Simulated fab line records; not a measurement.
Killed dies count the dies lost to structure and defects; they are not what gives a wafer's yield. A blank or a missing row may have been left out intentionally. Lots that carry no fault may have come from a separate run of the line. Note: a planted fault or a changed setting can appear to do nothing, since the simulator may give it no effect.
Which of the tools did it?    flow n5_finfet    24 lots, 72 wafers sampled, at 6 steps of a route of 1938

## WHAT EACH GAUGE READ, for each wafer
N5_BEOL_M11_OVL_MEAS_12. Usual: M11_OVL typically reads 0.3 nm, with standard deviation 0.79.
lot   measured      on          M11_OVL (nm)    flag
L074  day 11 21:13  overlay-02  1.1 0.5 0.1     
L076  day 12 03:57  overlay-02  0.3 2.2 1.2     
L075  day 12 04:55  overlay-02  -0.7 -0.6 -0.5  
L077  day 12 08:07  overlay-02  0.8 -0.3 -0.7   
L078  day 12 19:42  overlay-02  1.9 1.1 0.0     
L080  day 13 03:34  overlay-02  -0.5 -1.8 -0.2  
L079  day 13 08:02  overlay-01  -0.6 1.0 0.3    
L081  day 13 10:44  overlay-01  0.2 0.5 0.2     
L082  day 13 17:07  overlay-01  0.3 1.4 0.9     
L083  day 13 20:49  overlay-02  0.5 -0.1 -0.2   
L084  day 14 01:58  overlay-01  0.3 0.4 0.9     
L087  day 14 11:47  overlay-02  0.4 0.0 0.4     
L085  day 14 21:47  overlay-01  0.4 0.8 -0.5    
L086  day 15 03:07  overlay-01  0.6 -0.2 0.1    
L089  day 15 06:31  overlay-01  0.4 1.2 1.2     
L091  day 15 10:28  overlay-01  0.4 0.1 0.4     
L088  day 15 10:45  overlay-02  -0.6 0.2 0.2    
L092  day 15 13:33  overlay-01  0.7 0.1 0.3     
L090  day 16 01:06  overlay-01  1.1 0.6 0.4     
L093  day 16 22:41  overlay-02  1.0 1.3 0.0     
L095  day 16 23:29  overlay-02  -0.7 0.2 -0.5   
L094  day 17 07:25  overlay-01  0.5 1.4 -0.3    
L097  day 18 00:52  overlay-02  0.3 -0.4 0.7    
L096  day 18 03:21  overlay-01  1.2 0.9 0.9     

N5_BEOL_M11_RS_MEAS_57: uses a four-point probe to measure. Usual: M11_RS typically reads 0.152 ohm/sq, with standard deviation 0.0041.
lot   measured      on             M11_RS (ohm/sq)    flag
L074  day 12 01:49  film_metro-02  0.153 0.147 0.157  
L076  day 12 08:53  film_metro-02  0.155 0.152 0.153  
L075  day 12 09:10  film_metro-02  0.150 0.152 0.155  
L077  day 12 17:07  film_metro-02  0.157 0.159 0.146  
L078  day 13 01:00  film_metro-02  0.157 0.161 0.148  
L080  day 13 09:51  film_metro-02  0.151 0.151 0.148  
L079  day 13 14:14  film_metro-01  0.146 0.153 0.152  
L081  day 13 16:34  film_metro-01  0.147 0.153 0.152  
L082  day 14 00:04  film_metro-01  0.159 0.152 0.149  
L083  day 14 00:34  film_metro-02  0.154 0.154 0.154  
L084  day 14 07:43  film_metro-02  0.158 0.154 0.149  
L087  day 14 17:16  film_metro-02  0.151 0.145 0.154  
L085  day 15 03:03  film_metro-01  0.158 0.149 0.161  
L086  day 15 08:07  film_metro-01  0.154 0.158 0.154  
L089  day 15 11:23  film_metro-01  0.153 0.143 0.148  
L091  day 15 15:20  film_metro-01  0.156 0.148 0.146  
L088  day 15 17:04  film_metro-01  0.146 0.150 0.151  
L092  day 15 20:20  film_metro-02  0.151 0.159 0.152  
L090  day 16 09:39  film_metro-01  0.145 0.158 0.157  
L093  day 17 03:22  film_metro-02  0.156 0.149 0.153  
L095  day 17 04:42  film_metro-01  0.155 0.145 0.152  
L094  day 17 14:14  film_metro-02  0.146 0.156 0.157  
L097  day 18 05:57  film_metro-02  0.155 0.150 0.152  
L096  day 18 08:39  film_metro-02  0.148 0.158 0.150  

N5_BEOL_M12_INSPECT_12: inspects for defects (macro). Usual: raw_defect_count 2.0, standard deviation 1.4.
lot   measured      on                 raw_defect_count  flag
L074  day 12 02:32  defect_inspect-01  0 2 2             
L076  day 12 09:34  defect_inspect-01  4 1 2             
L075  day 12 09:43  defect_inspect-01  6 2 1             
L077  day 12 17:47  defect_inspect-02  1 2 1             
L078  day 13 01:41  defect_inspect-02  3 1 0             
L080  day 13 10:32  defect_inspect-02  0 1 1             
L079  day 13 14:57  defect_inspect-02  2 3 1             
L081  day 13 17:14  defect_inspect-02  0 0 2             
L082  day 14 00:45  defect_inspect-01  2 3 2             
L083  day 14 01:07  defect_inspect-02  0 1 6             
L084  day 14 08:23  defect_inspect-01  2 4 3             
L087  day 14 18:00  defect_inspect-02  2 2 1             
L085  day 15 03:55  defect_inspect-01  2 3 3             
L086  day 15 08:48  defect_inspect-02  0 4 4             
L089  day 15 11:56  defect_inspect-01  6 2 0             
L091  day 15 16:01  defect_inspect-02  1 1 0             
L088  day 15 17:37  defect_inspect-01  5 1 3             
L092  day 15 21:01  defect_inspect-01  2 3 4             
L090  day 16 10:20  defect_inspect-01  3 2 1             
L093  day 17 04:02  defect_inspect-01  2 4 3             
L095  day 17 05:23  defect_inspect-02  4 0 2             
L094  day 17 14:55  defect_inspect-02  2 1 2             
L097  day 18 06:31  defect_inspect-01  5 1 1             
L096  day 18 09:20  defect_inspect-01  3 1 0             

N5_BEOL_M12_CD_MEAS_28: target cd 160.2 nm. Usual: cd_nm 160.9 nm, standard deviation 1.7.
lot   measured      on         cd_nm (nm)         flag
L074  day 12 03:31  cd_sem-03  162.5 162.5 160.4  
L076  day 12 10:35  cd_sem-01  157.6 159.5 160.2  
L075  day 12 10:37  cd_sem-03  158.4 159.0 160.6  
L077  day 12 18:38  cd_sem-03  163.0 164.4 160.1  
L078  day 13 02:32  cd_sem-01  162.0 158.6 160.1  
L080  day 13 11:31  cd_sem-02  162.2 162.5 160.1  
L079  day 13 15:48  cd_sem-02  160.5 161.7 160.4  
L081  day 13 18:07  cd_sem-02  159.8 160.3 159.7  
L082  day 14 01:43  cd_sem-01  157.7 163.1 160.2  
L083  day 14 01:58  cd_sem-03  162.0 159.1 163.2  
L084  day 14 09:21  cd_sem-01  158.5 159.9 160.8  
L087  day 14 19:05  cd_sem-02  159.8 161.3 157.3  
L085  day 15 04:54  cd_sem-01  161.5 161.9 161.1  
L086  day 15 10:05  cd_sem-03  163.4 161.0 161.1  
L089  day 15 13:14  cd_sem-02  159.2 157.3 161.2  
L091  day 15 17:07  cd_sem-02  163.6 161.2 162.0  
L088  day 15 18:35  cd_sem-03  161.1 163.0 160.8  
L092  day 15 22:02  cd_sem-02  163.2 161.3 161.3  
L090  day 16 11:19  cd_sem-02  159.4 161.8 160.4  
L093  day 17 05:01  cd_sem-03  161.0 161.8 164.8  
L095  day 17 06:23  cd_sem-01  159.0 161.7 160.2  
L094  day 17 15:53  cd_sem-01  164.0 163.7 160.7  
L097  day 18 07:22  cd_sem-01  159.4 158.2 162.1  
L096  day 18 10:36  cd_sem-02  159.3 163.6 163.3  

N5_BEOL_M13_INSPECT_12: inspects for defects (macro). Usual: raw_defect_count 2.2, standard deviation 1.5.
lot   measured      on                 raw_defect_count  flag
L074  day 12 06:41  defect_inspect-02  1 3 3             
L076  day 12 18:05  defect_inspect-02  4 1 4             
L075  day 12 15:24  defect_inspect-02  0 0 0             
L077  day 12 22:09  defect_inspect-02  4 2 2             
L078  day 13 13:02  defect_inspect-02  1 4 6             
L080  day 13 14:55  defect_inspect-02  3 1 4             
L079  day 13 19:36  defect_inspect-01  3 4 1             
L081  day 13 22:54  defect_inspect-01  3 2 0             
L082  day 14 06:29  defect_inspect-02  2 0 0             
L083  day 14 07:01  defect_inspect-02  2 0 2             
L084  day 14 14:52  defect_inspect-02  0 2 4             
L087  day 14 23:41  defect_inspect-02  1 4 2             
L085  day 15 08:14  defect_inspect-02  4 1 3             
L086  day 15 13:28  defect_inspect-01  5 1 4             
L089  day 15 19:22  defect_inspect-02  2 3 3             
L091  day 16 00:20  defect_inspect-02  1 0 1             
L088  day 16 01:25  defect_inspect-02  5 3 1             
L092  day 16 08:47  defect_inspect-01  1 0 0             
L090  day 16 17:27  defect_inspect-01  3 2 0             
L093  day 17 09:50  defect_inspect-02  2 3 2             
L095  day 17 13:31  defect_inspect-01  2 2 2             
L094  day 17 23:10  defect_inspect-02  2 0 2             
L097  day 18 12:25  defect_inspect-01  4 2 2             
L096  day 18 13:43  defect_inspect-01  1 0 1             

## EACH LOT AND THE TOOL THAT RAN IT (in order: tool; ch and the chambers of the sampled wafers; start)
lot   N5_BEOL_M13_ILD_DEP_00
L074  pecvd-02 ch 0,1,2, day 12 06:03
L076  pecvd-01 ch 0,1,2, day 12 17:28
L075  pecvd-03 ch 0,1,2, day 12 14:53
L077  pecvd-03 ch 1,2, day 12 21:31
L078  pecvd-02 ch 0,2, day 13 12:24
L080  pecvd-03 ch 0,1, day 13 14:24
L079  pecvd-01 ch 0,1, day 13 18:58
L081  pecvd-03 ch 0,1,2, day 13 22:23
L082  pecvd-02 ch 0,2, day 14 05:51
L083  pecvd-01 ch 0,1,2, day 14 06:31
L084  pecvd-02 ch 0,1, day 14 14:21
L087  pecvd-02 ch 0,1,2, day 14 23:11
L085  pecvd-02 ch 0,1, day 15 07:43
L086  pecvd-02 ch 0,1, day 15 12:57
L089  pecvd-02 ch 1,2, day 15 18:44
L091  pecvd-03 ch 1,2, day 15 23:50
L088  pecvd-01 ch 0,1,2, day 16 00:54
L092  pecvd-02 ch 0,1, day 16 08:10
L090  pecvd-02 ch 0,2, day 16 16:49
L093  pecvd-01 ch 0,1,2, day 17 09:12
L095  pecvd-02 ch 0, day 17 12:50
L094  pecvd-02 ch 0,2, day 17 22:29
L097  pecvd-03 ch 0,1, day 18 11:55
L096  pecvd-01 ch 0,1,2, day 18 13:11
- N5_BEOL_M13_ILD_DEP_00: deposits SiOC from DEMS/O2, target thk 837.92 nm, time 166.4 s.

## AS READ BY THE TOOLS THEMSELVES (means over the sampled wafers that have a number; for cases with no such wafer, the mark the record gives instead)
N5_BEOL_M13_ILD_DEP_00. Usual: heater_power_w 481 W, standard deviation 44; showerhead_plenum_p_Torr 5.691 Torr, standard deviation 0.013; showerhead_vpp_V 1377 V, standard deviation 75; throttle_valve_pct 12.1 %, standard deviation 0.52.
lot   tool      heater_power_w (W)  showerhead_plenum_p_Torr (Torr)  showerhead_vpp_V (V)  throttle_valve_pct (%)  flag
L074  pecvd-02  485                 5.696                            1387                  11.9                    
L076  pecvd-01  485                 5.680                            1405                  12.3                    
L075  pecvd-03  429                 5.697                            1347                  12.6                    
L077  pecvd-03  460                 5.693                            1334                  12.2                    
L078  pecvd-02  502                 5.684                            1323                  12.0                    
L080  pecvd-03  488                 5.691                            1375                  12.6                    
L079  pecvd-01  526                 5.704                            1394                  12.3                    
L081  pecvd-03  440                 5.698                            1344                  12.4                    
L082  pecvd-02  512                 5.682                            1316                  12.0                    
L083  pecvd-01  502                 5.695                            1407                  12.3                    
L084  pecvd-02  475                 5.697                            1315                  12.2                    
L087  pecvd-02  499                 5.696                            1366                  11.9                    
L085  pecvd-02  461                 5.681                            1311                  12.3                    
L086  pecvd-02  492                 5.695                            1314                  12.2                    
L089  pecvd-02  482                 5.690                            1451                  11.5                    
L091  pecvd-03  437                 5.693                            1319                  12.2                    
L088  pecvd-01  509                 5.686                            1408                  12.3                    
L092  pecvd-02  484                 5.694                            1305                  12.2                    
L090  pecvd-02  501                 5.689                            1328                  12.0                    
L093  pecvd-01  486                 5.688                            1404                  12.6                    
L095  pecvd-02  469                 5.686                            1259                  12.5                    
L094  pecvd-02  516                 5.698                            1339                  12.2                    
L097  pecvd-03  459                 5.702                            1366                  12.6                    
L096  pecvd-01  487                 5.680                            1393                  12.5                    

## THE ANSWER, worked out from the rows above alone
Rule: take the mean of a lot's wafers that have a number; if it is more than 3 standard deviations from the usual mean, the lot is off. A lot without any number at a reading at which 4 lots or more have one is off too. All remaining lots with rows at the step are treated as sound. The gauges are gone through in route order, then the tools' own readings, and for those a lot's mean is taken as printed above. The first step at which some lot is off is used, and at that step the reading that is off furthest; a lot without a number counts as furthest.
None of the lots is off at any reading shown; this tells nothing.

## WHAT HAD BEEN PUT IN BY THE SIMULATOR
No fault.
